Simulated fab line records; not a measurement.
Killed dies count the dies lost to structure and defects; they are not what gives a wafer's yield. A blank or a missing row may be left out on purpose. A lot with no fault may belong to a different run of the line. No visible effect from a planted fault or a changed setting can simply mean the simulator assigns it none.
Which tool is to blame? | flow nand_harc | 14 lots with 42 wafers sampled at 4 steps, on a route of 1159 steps

WHAT THE GAUGES SHOWED, per wafer
NHARC_THIN_TSV_CD_MEAS_37. Usual: cd_nm at 5000 nm, with a standard deviation of 3.
lot  | measured     | on        | cd_nm (nm)     | flag
L527 | day 19 20:19 | cd_sem-02 | 5004 5001 5004 |
L528 | day 19 21:42 | cd_sem-03 | 5001 5001 5001 |
L529 | day 20 02:58 | cd_sem-03 | 4999 4997 4998 |
L530 | day 21 06:23 | cd_sem-02 | 5004 4999 5005 |
L533 | day 21 07:29 | cd_sem-02 | 4992 4994 4996 |
L531 | day 21 08:23 | cd_sem-02 | 5000 5000 5000 |
L534 | day 21 14:11 | cd_sem-02 | 5003 4999 5004 |
L532 | day 21 19:14 | cd_sem-02 | 4996 4998 4998 |
L535 | day 21 23:53 | cd_sem-03 | 4994 4997 4995 |
L540 | day 23 03:02 | cd_sem-03 | 5000 5002 5000 |
L541 | day 23 16:28 | cd_sem-02 | 4997 4994 4997 |
L545 | day 23 20:10 | cd_sem-03 | 5002 4999 5004 |
L542 | day 24 00:29 | cd_sem-02 | 5003 5002 5000 |
L546 | day 24 13:43 | cd_sem-01 | 4999 4999 5002 |

EACH LOT AND THE TOOL THAT RAN IT (in order: tool; ch and the chambers of the sampled wafers; start)
lot  | NHARC_THIN_TSV_ETCH_44             | NHARC_THIN_TSV_CMP_21         | NHARC_THIN_TSV_ETCH_59
L527 | rie_diel-10 ch 1,2,3, day 19 13:02 | cmp-04 ch 1,2,3, day 19 17:14 | rie_metal-01 ch 0,1, day 19 19:10
L528 | rie_diel-10 ch 0,2, day 19 14:22   | cmp-04 ch 0,1,2, day 19 18:51 | rie_metal-03 ch 0,1, day 19 20:33
L529 | rie_diel-02 ch 1,3, day 19 19:31   | cmp-03 ch 1,2,3, day 19 23:58 | rie_metal-02 ch 1, day 20 01:51
L530 | rie_diel-02 ch 1,2,3, day 20 22:55 | cmp-02 ch 1,2,3, day 21 03:22 | rie_metal-01 ch 0,1, day 21 05:15
L533 | rie_diel-02 ch 0,2, day 21 00:10   | cmp-02 ch 0,1, day 21 04:23   | rie_metal-02 ch 0,1, day 21 06:19
L531 | rie_diel-07 ch 0,2, day 21 01:23   | cmp-02 ch 0,2,3, day 21 05:28 | rie_metal-03 ch 0, day 21 07:14
L534 | rie_diel-02 ch 0,3, day 21 07:05   | cmp-03 ch 0,2,3, day 21 11:08 | rie_metal-03 ch 0,1, day 21 13:01
L532 | rie_diel-10 ch 1,2,3, day 21 12:05 | cmp-04 ch 2,3, day 21 16:12   | rie_metal-01 ch 0,1, day 21 18:07
L535 | rie_diel-02 ch 0,1, day 21 16:49   | cmp-02 ch 0,2,3, day 21 20:51 | rie_metal-02 ch 0,1, day 21 22:46
L540 | rie_diel-10 ch 0,3, day 22 19:50   | cmp-03 ch 0,1,3, day 23 00:01 | rie_metal-03 ch 0,1, day 23 01:53
L541 | rie_diel-02 ch 0,2,3, day 23 08:51 | cmp-02 ch 0,1, day 23 13:14   | rie_metal-02 ch 0,1, day 23 15:02
L545 | rie_diel-07 ch 0,3, day 23 12:31   | cmp-04 ch 1,3, day 23 17:14   | rie_metal-01 ch 0,1, day 23 19:04
L542 | rie_diel-10 ch 0,1,2, day 23 16:58 | cmp-02 ch 0,2,3, day 23 21:24 | rie_metal-02 ch 0,1, day 23 23:20
L546 | rie_diel-07 ch 0,2, day 24 06:41   | cmp-04 ch 2,3, day 24 10:41   | rie_metal-01 ch 0,1, day 24 12:37
- NHARC_THIN_TSV_ETCH_44: etches the open film in CF4/O2, target depth 1594.2 nm, time 797.1 s.
- NHARC_THIN_TSV_CMP_21: polishes, t overpolish 30 s, target thk 2000 nm.
- NHARC_THIN_TSV_ETCH_59: etches the open film in Cl2/BCl3, target depth 880 nm, time 138.1 s.

AS READ BY THE TOOLS THEMSELVES (means over the sampled wafers that have a number; for cases with no such wafer, the mark the record gives instead)
NHARC_THIN_TSV_ETCH_44. Usual: drypump_motor_current_A 5.7 A, standard deviation 0.37; oes_product_au 1.001 a.u., standard deviation 0.0095; rf_vpp_V 792 V, standard deviation 4.6; run_length_s 818.5 s, standard deviation 0.39; showerhead_plenum_p_Torr 1.80 Torr, standard deviation 0.073; throttle_valve_pct 16.914 %, standard deviation 0.0094.
lot  | tool        | drypump_motor_current_A (A) | oes_product_au (a.u.) | rf_vpp_V (V) | run_length_s (s) | showerhead_plenum_p_Torr (Torr) | throttle_valve_pct (%) | flag
L527 | rie_diel-10 | 5.9                         | 0.998                 | 794          | 818.2            | 1.83                            | 16.914                 |
L528 | rie_diel-10 | 6.2                         | 0.999                 | 795          | 818.0            | 1.84                            | 16.921                 |
L529 | rie_diel-02 | 5.9                         | 0.998                 | 790          | 818.7            | 1.75                            | 16.916                 |
L530 | rie_diel-02 | 5.7                         | 0.996                 | 794          | 818.7            | 1.82                            | 16.914                 |
L533 | rie_diel-02 | 5.3                         | 1.001                 | 796          | 819.1            | 1.86                            | 16.912                 |
L531 | rie_diel-07 | 5.6                         | 1.009                 | 790          | 818.5            | 1.76                            | 16.910                 |
L534 | rie_diel-02 | 5.3                         | 1.004                 | 791          | 818.4            | 1.79                            | 16.918                 |
L532 | rie_diel-10 | 6.0                         | 1.009                 | 794          | 818.2            | 1.82                            | 16.911                 |
L535 | rie_diel-02 | 5.8                         | 0.994                 | 788          | 818.8            | 1.73                            | 16.910                 |
L540 | rie_diel-10 | 5.8                         | 1.001                 | 791          | 818.3            | 1.76                            | 16.925                 |
L541 | rie_diel-02 | 5.3                         | 1.002                 | 794          | 818.7            | 1.82                            | 16.920                 |
L545 | rie_diel-07 | 5.7                         | 0.996                 | 788          | 818.0            | 1.74                            | 16.915                 |
L542 | rie_diel-10 | 5.9                         | 0.996                 | 792          | 818.5            | 1.80                            | 16.915                 |
L546 | rie_diel-07 | 5.6                         | 0.995                 | 790          | 818.8            | 1.78                            | 16.915                 |

NHARC_THIN_TSV_CMP_21. Usual: motor_current_A 11.8 A, standard deviation 1.2; overpolish_run_s 30.000 s, standard deviation 0.009.
lot  | tool   | motor_current_A (A) | overpolish_run_s (s) | flag
L527 | cmp-04 | 12.0                | 29.999               |
L528 | cmp-04 | 12.0                | 30.006               |
L529 | cmp-03 | 12.1                | 29.994               |
L530 | cmp-02 | 12.0                | 30.001               |
L533 | cmp-02 | 11.6                | 30.005               |
L531 | cmp-02 | 11.7                | 29.989               |
L534 | cmp-03 | 11.5                | 30.000               |
L532 | cmp-04 | 11.6                | 29.997               |
L535 | cmp-02 | 11.6                | 30.005               |
L540 | cmp-03 | 12.7                | 29.999               |
L541 | cmp-02 | 11.7                | 29.990               |
L545 | cmp-04 | 11.9                | 30.006               |
L542 | cmp-02 | 11.7                | 30.001               |
L546 | cmp-04 | 11.3                | 29.997               |

NHARC_THIN_TSV_ETCH_59. Usual: bcl3_flow_sccm 30.00 sccm, standard deviation 0.094; drypump_motor_current_A 5.78 A, standard deviation 0.21; oes_product_au 1.001 a.u., standard deviation 0.0081; run_length_s 159.3 s, standard deviation 0.48; throttle_valve_pct 22.264 %, standard deviation 0.0089.
lot  | tool         | bcl3_flow_sccm (sccm) | drypump_motor_current_A (A) | oes_product_au (a.u.) | run_length_s (s) | throttle_valve_pct (%) | flag
L527 | rie_metal-01 | 30.11                 | 5.59                        | 1.002                 | 159.8            | 22.260                 |
L528 | rie_metal-03 | 29.91                 | 5.93                        | 0.999                 | 158.5            | 22.254                 |
L529 | rie_metal-02 | 30.08                 | 5.91                        | 0.996                 | 159.2            | 22.254                 |
L530 | rie_metal-01 | 29.99                 | 5.59                        | 1.015                 | 159.8            | 22.265                 |
L533 | rie_metal-02 | 29.99                 | 5.82                        | 0.998                 | 159.1            | 22.258                 |
L531 | rie_metal-03 | 29.94                 | 6.23                        | 1.006                 | 159.0            | 22.263                 |
L534 | rie_metal-03 | 30.07                 | 5.96                        | 1.008                 | 158.6            | 22.267                 |
L532 | rie_metal-01 | 29.85                 | 5.59                        | 0.998                 | 159.6            | 22.272                 |
L535 | rie_metal-02 | 30.01                 | 5.78                        | 0.996                 | 159.1            | 22.259                 |
L540 | rie_metal-03 | 29.96                 | 6.08                        | 1.006                 | 158.9            | 22.264                 |
L541 | rie_metal-02 | 29.96                 | 5.77                        | 0.988                 | 154.9            | 22.262                 | OFF
L545 | rie_metal-01 | 30.00                 | 5.58                        | 1.000                 | 159.6            | 22.260                 |
L542 | rie_metal-02 | 29.90                 | 5.77                        | 0.994                 | 150.5            | 22.259                 | OFF
L546 | rie_metal-01 | 29.94                 | 5.58                        | 1.000                 | 159.8            | 22.263                 |

THE ANSWER, worked out from the rows above alone
Rule: lot off if the mean of its wafers having a number is beyond 3 standard deviations from the usual mean. A lot without any number at a reading at which 4 lots or more have one is off too. Any other lot the step has rows for is counted as sound. Order of review: gauges by route order, followed by the tools' own readings, for which a lot's mean as printed above is used. The first step at which some lot is off is used, and at that step the reading that is off furthest; a lot without a number counts as furthest.
Off at NHARC_THIN_TSV_ETCH_59 (run_length_s): L541, L542.
A tool fits if, at that step or a process step before it, it ran every lot that is off, and no sound lot after the first of them. 2 tools fit, cmp-02 at NHARC_THIN_TSV_CMP_21 and rie_metal-02 at NHARC_THIN_TSV_ETCH_59, so this cannot tell which one it is.

WHAT THE SIMULATOR HAD INSERTED
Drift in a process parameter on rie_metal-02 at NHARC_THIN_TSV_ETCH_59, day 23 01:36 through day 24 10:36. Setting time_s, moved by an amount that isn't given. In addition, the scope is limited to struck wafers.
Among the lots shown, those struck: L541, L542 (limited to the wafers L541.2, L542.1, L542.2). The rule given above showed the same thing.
